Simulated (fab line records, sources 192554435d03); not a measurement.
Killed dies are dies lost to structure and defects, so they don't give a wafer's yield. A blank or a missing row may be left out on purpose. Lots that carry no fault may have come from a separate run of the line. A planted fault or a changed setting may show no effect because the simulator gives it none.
Problem report, 8D (eight disciplines) form, completed by code + flow n5_finfet + the parts of the form that need people (team, actions taken, sign-off) are left out

1. THE ISSUE
At N5_BEOL_M12_COAT_04, spin_speed_rpm averages 1552.2 rpm over 6 wafers from 2 lots, while fault-free wafers read 1625.1 rpm, standard deviation 0.98. Relative to the usual mean, that is a shift of -74 standard deviations.
The step: resist thk 400 nm.
The first sign was on wafer L333.1 at day 13 01:31, on litho_track-05. The record holds 33 wafers of 11 lots with a number at this step. Rule for "out" (also "out of limits"): further than 4 standard deviations from the usual mean. The rest of the wafers with a number are treated as sound.

2. WHAT IT IS, AND WHAT IT ISN'T
| question                    | is                     | is not                                                                                            |
|-----------------------------|------------------------|---------------------------------------------------------------------------------------------------|
| which readings at this step | spin_speed_rpm         | -                                                                                                 |
| which lots                  | L333, L335             | L324, L325, L331, L336, L338, L339, L342, L343, L345                                              |
| which wafers of those lots  | all that have a number | -                                                                                                 |
| read on which tools         | litho_track-05         | litho_track-01, litho_track-03                                                                    |
| when                        | from day 13 01:31      | up to then (9 sound wafers); but 18 sound wafers of L336, L338, L339, L342, L343, L345 came after |

3. SUSPECTS, AND WHAT RULES EACH OUT
Counting: any tool at a process step up to the reading is kept as a suspect provided that every lot that is out went through it and no sound lot did after the first of them.
- uv_cure-03 at N5_BEOL_M11_CURE_72 (cures SiCOH lowk, time 120 s): ruled out as a lasting fault. Following L333 (day 12 22:47), the first lot on it that is out, the sound lots L342 were run on it.
- litho_track-05 at N5_BEOL_M12_COAT_04 (resist thk 400 nm): kept. It processed each lot that is out, first L333 at day 13 01:31, and no sound lot thereafter; up to then, the last sound lot it processed was L325 at day 10 23:04. Out on those wafers are its own readings of spin_speed_rpm.
The count leaves litho_track-05 at N5_BEOL_M12_COAT_04.

4. THE CAUSE (what the simulator had put in)
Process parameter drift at N5_BEOL_M12_COAT_04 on litho_track-05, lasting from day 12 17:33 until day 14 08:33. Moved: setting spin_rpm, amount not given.
Counting left only this tool.

5. THE EFFECT CHAIN, in route order
Each row: a reading where the mean over the struck wafers with a number is more than 3 standard deviations away from the usual. Readings are gone through only where the record gives a usual standard deviation; hours: the median, over the lots, of the time from a lot's start at the first step in this table giving one to that lot's start at this step; sigmas: the change measured in usual standard deviations.
| hours | step                 | reading                  | usual      | on struck wafers | change | sigmas |
|-------|----------------------|--------------------------|------------|------------------|--------|--------|
| 0     | N5_BEOL_M12_COAT_04  | spin_speed_rpm           | 1625.1 rpm | 1552.2           | -72.9  | -74    |
| 1     | N5_BEOL_M12_STRIP_63 | strip_time_to_endpoint_s | 42.8 s     | 45.1             | +2.4   | +3.3   |
Here are the process steps it includes:
- N5_BEOL_M12_COAT_04: resist thk 400 nm.
- N5_BEOL_M12_STRIP_63: strips in N2/H2.

6. HOW IT WOULD HAVE BEEN CAUGHT EARLIER
In this record no reading fell out of limits until day 13 01:31, 8 hours after the fault had begun at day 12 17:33.
